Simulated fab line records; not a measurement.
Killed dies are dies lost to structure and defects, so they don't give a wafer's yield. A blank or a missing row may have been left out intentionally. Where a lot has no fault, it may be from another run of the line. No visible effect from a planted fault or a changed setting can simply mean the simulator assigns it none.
Split-lot trial || flow n5 finfet || 39 wafers read from 7 lots, route of 1938 steps

ON THE SPLIT
At N5_BEOL_M0_TRENCH_ETCH_107 (etches SiOC in C4F6/O2, target depth 32.8 nm, time 16.4 s), the setting target depth a was moved away from the recipe's 328 angstrom on 15 of the 39 wafers read, by -58.5% to +43.3%. All remaining wafers had this setting at the recipe value.

SPLIT TO READING: what lies between them in the file, 1 step
- N5_BEOL_M0_STRIP_142: strips in N2/H2, time 10 s

THE READING
trench depth nm, in nm, at N5_BEOL_M0_OCD_MEAS_108. Fault-free wafers of this fab line usually give 32.9 nm, standard deviation 0.56 nm.

{"wafer": "L075.4", "tool, chamber at the split": "rie diel-03, 1", "target depth a as run, angstrom": 328, "against the recipe": "recipe", "trench depth nm, nm": 33.0, "against lot-mates on the recipe": "-"}
{"wafer": "L075.5", "tool, chamber at the split": "rie diel-03, 2", "target depth a as run, angstrom": 328, "against the recipe": "recipe", "trench depth nm, nm": 33.1, "against lot-mates on the recipe": "-"}
{"wafer": "L075.6", "tool, chamber at the split": "rie diel-03, 1", "target depth a as run, angstrom": 328, "against the recipe": "recipe", "trench depth nm, nm": 33.5, "against lot-mates on the recipe": "-"}
{"wafer": "L079.1", "tool, chamber at the split": "rie diel-03, 0", "target depth a as run, angstrom": 136, "against the recipe": "-58.5%", "trench depth nm, nm": 13.3, "against lot-mates on the recipe": -19.0}
{"wafer": "L079.2", "tool, chamber at the split": "rie diel-03, 2", "target depth a as run, angstrom": 136, "against the recipe": "-58.5%", "trench depth nm, nm": 13.7, "against lot-mates on the recipe": -18.6}
{"wafer": "L079.3", "tool, chamber at the split": "rie diel-03, 3", "target depth a as run, angstrom": 328, "against the recipe": "recipe", "trench depth nm, nm": 32.7, "against lot-mates on the recipe": "-"}
{"wafer": "L079.4", "tool, chamber at the split": "rie diel-03, 0", "target depth a as run, angstrom": 328, "against the recipe": "recipe", "trench depth nm, nm": 31.6, "against lot-mates on the recipe": "-"}
{"wafer": "L079.5", "tool, chamber at the split": "rie diel-03, 2", "target depth a as run, angstrom": 136, "against the recipe": "-58.5%", "trench depth nm, nm": 13.6, "against lot-mates on the recipe": -18.7}
{"wafer": "L079.6", "tool, chamber at the split": "rie diel-03, 3", "target depth a as run, angstrom": 328, "against the recipe": "recipe", "trench depth nm, nm": 32.5, "against lot-mates on the recipe": "-"}
{"wafer": "L083.1", "tool, chamber at the split": "rie diel-01, 3", "target depth a as run, angstrom": 204.2, "against the recipe": "-37.7%", "trench depth nm, nm": 21.5, "against lot-mates on the recipe": -11.2}
{"wafer": "L083.2", "tool, chamber at the split": "rie diel-01, 1", "target depth a as run, angstrom": 204.2, "against the recipe": "-37.7%", "trench depth nm, nm": 20.7, "against lot-mates on the recipe": -12.0}
{"wafer": "L083.3", "tool, chamber at the split": "rie diel-01, 0,1", "target depth a as run, angstrom": 328, "against the recipe": "recipe", "trench depth nm, nm": 32.8, "against lot-mates on the recipe": "-"}
{"wafer": "L083.4", "tool, chamber at the split": "rie diel-01, 2", "target depth a as run, angstrom": 204.2, "against the recipe": "-37.7%", "trench depth nm, nm": 20.5, "against lot-mates on the recipe": -12.2}
{"wafer": "L083.5", "tool, chamber at the split": "rie diel-01, 0,1", "target depth a as run, angstrom": 328, "against the recipe": "recipe", "trench depth nm, nm": 32.9, "against lot-mates on the recipe": "-"}
{"wafer": "L083.6", "tool, chamber at the split": "rie diel-01, 2", "target depth a as run, angstrom": 328, "against the recipe": "recipe", "trench depth nm, nm": 32.4, "against lot-mates on the recipe": "-"}
{"wafer": "L082.1", "tool, chamber at the split": "rie diel-04, 0", "target depth a as run, angstrom": 328, "against the recipe": "recipe", "trench depth nm, nm": 34.0, "against lot-mates on the recipe": "-"}
{"wafer": "L082.2", "tool, chamber at the split": "rie diel-04, 3", "target depth a as run, angstrom": 328, "against the recipe": "recipe", "trench depth nm, nm": 32.4, "against lot-mates on the recipe": "-"}
{"wafer": "L082.3", "tool, chamber at the split": "rie diel-04, 2", "target depth a as run, angstrom": 328, "against the recipe": "recipe", "trench depth nm, nm": 32.4, "against lot-mates on the recipe": "-"}
{"wafer": "L082.4", "tool, chamber at the split": "rie diel-04, 2", "target depth a as run, angstrom": 328, "against the recipe": "recipe", "trench depth nm, nm": 33.1, "against lot-mates on the recipe": "-"}
{"wafer": "L082.5", "tool, chamber at the split": "rie diel-04, 0", "target depth a as run, angstrom": 328, "against the recipe": "recipe", "trench depth nm, nm": 33.4, "against lot-mates on the recipe": "-"}
{"wafer": "L082.6", "tool, chamber at the split": "rie diel-04, 3", "target depth a as run, angstrom": 328, "against the recipe": "recipe", "trench depth nm, nm": 32.8, "against lot-mates on the recipe": "-"}
{"wafer": "L084.1", "tool, chamber at the split": "rie diel-01, 3", "target depth a as run, angstrom": 328, "against the recipe": "recipe", "trench depth nm, nm": 33.6, "against lot-mates on the recipe": "-"}
{"wafer": "L084.2", "tool, chamber at the split": "rie diel-01, 1", "target depth a as run, angstrom": 328, "against the recipe": "recipe", "trench depth nm, nm": 33.1, "against lot-mates on the recipe": "-"}
{"wafer": "L084.3", "tool, chamber at the split": "rie diel-01, 0", "target depth a as run, angstrom": 469.9, "against the recipe": "+43.3%", "trench depth nm, nm": 46.6, "against lot-mates on the recipe": "+13.5"}
{"wafer": "L084.4", "tool, chamber at the split": "rie diel-01, 2", "target depth a as run, angstrom": 469.9, "against the recipe": "+43.3%", "trench depth nm, nm": 46.4, "against lot-mates on the recipe": "+13.3"}
{"wafer": "L084.5", "tool, chamber at the split": "rie diel-01, 0", "target depth a as run, angstrom": 469.9, "against the recipe": "+43.3%", "trench depth nm, nm": 46.3, "against lot-mates on the recipe": "+13.2"}
{"wafer": "L084.6", "tool, chamber at the split": "rie diel-01, 1", "target depth a as run, angstrom": 328, "against the recipe": "recipe", "trench depth nm, nm": 32.5, "against lot-mates on the recipe": "-"}
{"wafer": "L089.1", "tool, chamber at the split": "rie diel-01, 2", "target depth a as run, angstrom": 174.3, "against the recipe": "-46.9%", "trench depth nm, nm": 17.6, "against lot-mates on the recipe": -15.2}
{"wafer": "L089.2", "tool, chamber at the split": "rie diel-01, 3", "target depth a as run, angstrom": 328, "against the recipe": "recipe", "trench depth nm, nm": 33.3, "against lot-mates on the recipe": "-"}
{"wafer": "L089.3", "tool, chamber at the split": "rie diel-01, 0", "target depth a as run, angstrom": 174.3, "against the recipe": "-46.9%", "trench depth nm, nm": 16.9, "against lot-mates on the recipe": -15.9}
{"wafer": "L089.4", "tool, chamber at the split": "rie diel-01, 2", "target depth a as run, angstrom": 328, "against the recipe": "recipe", "trench depth nm, nm": 32.0, "against lot-mates on the recipe": "-"}
{"wafer": "L089.5", "tool, chamber at the split": "rie diel-01, 3", "target depth a as run, angstrom": 328, "against the recipe": "recipe", "trench depth nm, nm": 33.1, "against lot-mates on the recipe": "-"}
{"wafer": "L089.6", "tool, chamber at the split": "rie diel-01, 0", "target depth a as run, angstrom": 174.3, "against the recipe": "-46.9%", "trench depth nm, nm": 17.6, "against lot-mates on the recipe": -15.2}
{"wafer": "L093.1", "tool, chamber at the split": "rie diel-03, 2", "target depth a as run, angstrom": 265.7, "against the recipe": "-19.0%", "trench depth nm, nm": 26.3, "against lot-mates on the recipe": -6.3}
{"wafer": "L093.2", "tool, chamber at the split": "rie diel-03, 0", "target depth a as run, angstrom": 265.7, "against the recipe": "-19.0%", "trench depth nm, nm": 27.2, "against lot-mates on the recipe": -5.4}
{"wafer": "L093.3", "tool, chamber at the split": "rie diel-03, 3", "target depth a as run, angstrom": 328, "against the recipe": "recipe", "trench depth nm, nm": 32.4, "against lot-mates on the recipe": "-"}
{"wafer": "L093.4", "tool, chamber at the split": "rie diel-03, 1", "target depth a as run, angstrom": 328, "against the recipe": "recipe", "trench depth nm, nm": 32.9, "against lot-mates on the recipe": "-"}
{"wafer": "L093.5", "tool, chamber at the split": "rie diel-03, 0", "target depth a as run, angstrom": 265.7, "against the recipe": "-19.0%", "trench depth nm, nm": 26.7, "against lot-mates on the recipe": -5.9}
{"wafer": "L093.6", "tool, chamber at the split": "rie diel-03, 3", "target depth a as run, angstrom": 328, "against the recipe": "recipe", "trench depth nm, nm": 32.4, "against lot-mates on the recipe": "-"}
The file does not say which wafer passed through which chamber wherever a row lists several chambers: such a row stands for several wafers.

FIT RESULTS
A straight line over all 39 wafers: trench depth nm changes by +0.324 nm for each +1% of target depth a; r = +1.00; the points scatter about the line by 0.5 nm.
The same after taking each lot's own level away (the mean of its wafers on the recipe; 39 wafers): +0.318 nm for each +1%; r = +1.00; scatter 0.45 nm.
Per that fit: largest target depth a move, reading shift of 19 nm.
The lots' own levels span 32.27 to 33.20 nm, that is 1.7 times the standard deviation above.
So the lot-to-lot level changes the slope little: the two slopes agree.
Check: for one of the wafers moved furthest among these (-58.5%), held out of the fit, the line's prediction against its lot-mates is -18.6 nm. It came out at -19 nm against them.

ADDITIONAL SPLITS CARRIED BY THESE WAFERS
Other splits were also applied to these wafers ahead of the reading. Each is held against what the fit with the lots' levels taken away leaves over:
{"other split on the same wafers": "N5_FIN_SAQP_SPACER2_ALD_28 target thk a", "wafers away from the commonest value": 18, "r with trench depth nm (lot level and that fit taken away)": "+0.27"}
{"other split on the same wafers": "N5_DUMMY_GATE_PECVD_30 time s", "wafers away from the commonest value": 18, "r with trench depth nm (lot level and that fit taken away)": -0.08}
{"other split on the same wafers": "N5_BEOL_M0_SAQP_PECVD_96 time s", "wafers away from the commonest value": 12, "r with trench depth nm (lot level and that fit taken away)": "+0.18"}

THE WHOLE CHAIN: every reading that the file lists as answering this split, in the file's order
{"step": "N5_BEOL_M0_TRENCH_ETCH_107", "what it does": "etches SiOC in C4F6/O2, target depth 32.8 nm, time 16.4 s", "reading": "BEOL_M0.feature depth nm (the simulator's own value, which no gauge read)", "change (the file's fit)": "+0.324 nm for each +1% of the setting", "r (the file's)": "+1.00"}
{"step": "N5_BEOL_M0_TRENCH_ETCH_107", "what it does": "etches SiOC in C4F6/O2, target depth 32.8 nm, time 16.4 s", "reading": "TiN_of_BEOL_M0_SAQP_HM_DEP_02.thk nm (the simulator's own value, which no gauge read)", "change (the file's fit)": "-0.0135 nm for each +1% of the setting", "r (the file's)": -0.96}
{"step": "N5_BEOL_M0_OCD_MEAS_108", "what it does": "", "reading": "trench depth nm", "change (the file's fit)": "+0.319 nm for each +1% of the setting", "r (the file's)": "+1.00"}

THE FILE'S OWN FIT
trench depth nm changes by +0.319 nm for each +1% of target depth a, r = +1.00.
